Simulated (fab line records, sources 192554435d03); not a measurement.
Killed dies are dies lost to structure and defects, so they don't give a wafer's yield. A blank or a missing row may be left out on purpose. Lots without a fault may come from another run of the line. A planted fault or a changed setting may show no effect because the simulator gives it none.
Which tool did it? | flow n5_finfet | 11 lots, 32 wafers sampled, at 1 step of a route of 1938

WHAT THE GAUGES READ, wafer by wafer
N5_BEOL_M15_CD_MEAS_28: target cd 407.6 nm.
lot  | measured     | on        | cd_nm (nm)
L270 | day 10 12:07 | cd_sem-02 | 405.3 407.5 406.4
L273 | day 11 10:57 | cd_sem-02 | 407.4 409.2 408.4
L274 | day 12 05:04 | cd_sem-01 | 409.1 410.6 408.5
L276 | day 12 22:14 | cd_sem-02 | 407.3 407.4 406.7
L278 | day 14 03:24 | cd_sem-02 | 409.7 408.5 407.6
L279 | day 14 05:18 | cd_sem-02 | 408.0 406.7 406.2
L280 | day 14 06:41 | cd_sem-01 | 411.2 410.4 411.7
L281 | day 14 09:51 | cd_sem-01 | 408.3 408.3 406.9
L284 | day 15 05:13 | cd_sem-01 | 410.0 410.4
L286 | day 15 23:34 | cd_sem-01 | 408.3 409.1 407.8
L290 | day 16 14:26 | cd_sem-01 | 409.9 408.6 410.1

WHICH TOOL RAN EACH LOT (tool, then ch and the chambers of the sampled wafers, then the start)
The record holds no process step before these readings.

THE ANSWER, worked out from the rows above alone
Rule: what is usual is taken from the lots themselves. Put in order of their means at a reading, lots are off if they are a third of the lots or fewer, leave a main group of 4 or more, and stand apart from it by a gap of 3 or more times the standard deviation of the main group's means; of several such gaps the widest counts. A main group whose means are all the same, to the digits that the tables above print for the reading, isn't used. A lot without any number at a reading at which 4 lots or more have one is off too. The other lots that the step has rows for count as sound.
No lot is off at any reading shown: from this, nothing can be told.

WHAT THE SIMULATOR HAD PUT IN
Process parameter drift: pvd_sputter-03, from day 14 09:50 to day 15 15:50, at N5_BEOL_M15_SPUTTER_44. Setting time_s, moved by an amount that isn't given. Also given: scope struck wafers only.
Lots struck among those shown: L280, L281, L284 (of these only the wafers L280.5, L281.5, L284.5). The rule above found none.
